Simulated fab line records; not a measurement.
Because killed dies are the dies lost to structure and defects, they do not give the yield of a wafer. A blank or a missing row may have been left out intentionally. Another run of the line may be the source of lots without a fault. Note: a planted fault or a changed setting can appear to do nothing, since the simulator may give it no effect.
A struck lot beside a sound one | flow n5Finfet | 16 steps out of a route of 1938
Sound: these wafers, L723.4, L723.5, L723.6. Wafers struck: L729.1, L729.3, L729.5. The cause comes at the end.
At each step with rows: each side's tool, then ch and its chambers, then its first start. Under that, the readings that differ: sound wafers | struck wafers | difference of the means | sigmas: that difference in standard deviations of wafers without a fault.
alike: a reading whose means differ by less than 2 such deviations, as well as words and numbers matching on both sides. not compared: withheld readings; readings where some wafer has no value; bounds like >300 that might hide an equal value; numbers whose values overlap and for which the record gives no deviation.
A row with sigmas, a row that says differs or no value, or rows on one side alone: a step with any of these is where the two part. Non-overlapping numbers with no deviation appear without sigmas and do not part them. Lack of a reading on every wafer of one side parts them only where that side has two or more wafers.

first, 1 step without rows for these wafers: N5_BEOL_M1_CMP_52 (polishes, stops on SiOC, t overpolish 6.8 s, target thk 40 nm).
N5_BEOL_M1_THK_MEAS_53: measures by xrf.
  sound on filmMetro-02, day 7 19:55; struck on filmMetro-01, day 9 12:20
  alike: M1_THK
N5_BEOL_M1_PRE_CLEAN_60: time 15 s.
  sound on cvdCo-02 ch 0,1,2, day 7 19:58; struck on cvdCo-01 ch 0,1, day 9 12:22
  alike: heaterPowerW
  not compared: sinceWetCleanH, susceptorTempC
N5_BEOL_M1_CO_CAP_55: material Co, precursor CCTBA/H2, target thk 2 nm, time 102.1 s.
  sound on cvdCo-02 ch 0,1,2, day 7 20:01; struck on cvdCo-01 ch 0,1, day 9 12:25
reading          | sound       | struck      | difference | sigmas
heaterPowerW (W) | 259 241 262 | 213 224 209 | -39        | -2
  alike: susceptorTempC
  not compared: sinceWetCleanH
then, 1 step without rows for these wafers: N5_BEOL_M1_PRE_CLEAN_56 (time 15 s).
N5_BEOL_M1_DEP_57: deposits SiCN from 3MS/NH3, target thk 8 nm, time 14 s.
  sound on pecvd-01 ch 0,1,2, day 7 20:07; struck on pecvd-02 ch 0,2, day 9 12:32
  alike: showerheadPlenumPTorr, throttleValvePct
  not compared: sinceWetCleanH
N5_BEOL_M1_RS_MEAS_58: a four-point-probe measurement.
  sound on filmMetro-01, day 7 20:10; struck on filmMetro-01, day 9 12:35
  alike: M1_RS
N5_BEOL_M1_INSPECT_59: inspects for defects (darkfield).
  sound on defectInspect-02, day 7 20:12; struck on defectInspect-02, day 9 12:45
  alike: rawDefectCount
N5_BEOL_M2_ILD_DEP_00: deposits SiOC from DEMS/O2, target thk 79 nm, time 15.3 s.
  sound on pecvd-03 ch 0,1,2, day 7 20:15; struck on pecvd-03 ch 1, day 9 12:47
  alike: heaterPowerW, showerheadPlenumPTorr, susceptorTempC, throttleValvePct
  not compared: sinceWetCleanH
N5_BEOL_M2_THK_MEAS_01:
  sound on filmMetro-01, day 7 20:18; struck on filmMetro-01, day 9 12:52
  alike: M2_ILD_THK
N5_BEOL_M2_PECVD_72: deposits SiO2 from TEOS/O2, target thk 16 nm, time 18 s.
  sound on pecvd-04 ch 0,1,2, day 7 20:22; struck on pecvd-04 ch 0,1,2, day 9 12:55
  alike: heaterPowerW, showerheadPlenumPTorr, susceptorTempC, throttleValvePct
  not compared: sinceWetCleanH
then, 1 step without rows for these wafers: N5_BEOL_M2_HM_DEP_02 (deposits TiN, target thk 20 nm).
N5_BEOL_M2_COAT_61: time 60 s, resist thk 60 nm.
  sound on lithoTrack-05 ch 0, day 7 21:17; struck on lithoTrack-05 ch 0, day 9 14:55
reading               | sound                | struck               | difference | sigmas
heaterPowerTotalW (W) | 503.2 502.3 498.0    | 493.5 490.7 490.2    | -9.7       | -5
plateTempC (C)        | 250.10 250.12 250.08 | 246.49 246.66 246.51 | -3.55      | -19
then, 1 step without rows for these wafers: N5_BEOL_M2_COAT_62 (time 60 s, resist thk 12 nm).
N5_BEOL_M4_RC_MEAS_101:
  sound on prober-01 ch 0, day 9 11:53; struck on prober-01 ch 0, day 10 19:53
  alike: DIBL_N, DIBL_P, IOFF_N, IOFF_P, ION_N, ION_P, SS_N, SS_P, VT_N, VT_P
N5_PASSIVATION_PROBE_49:
  the record has rows for the sound wafers here (prober-01, day 14 03:05) and none for the struck ones

## WHERE THEY PART
At N5_BEOL_M1_CO_CAP_55 first; at N5_PASSIVATION_PROBE_49 last (within this record only).

WHY: whatever the simulator had introduced
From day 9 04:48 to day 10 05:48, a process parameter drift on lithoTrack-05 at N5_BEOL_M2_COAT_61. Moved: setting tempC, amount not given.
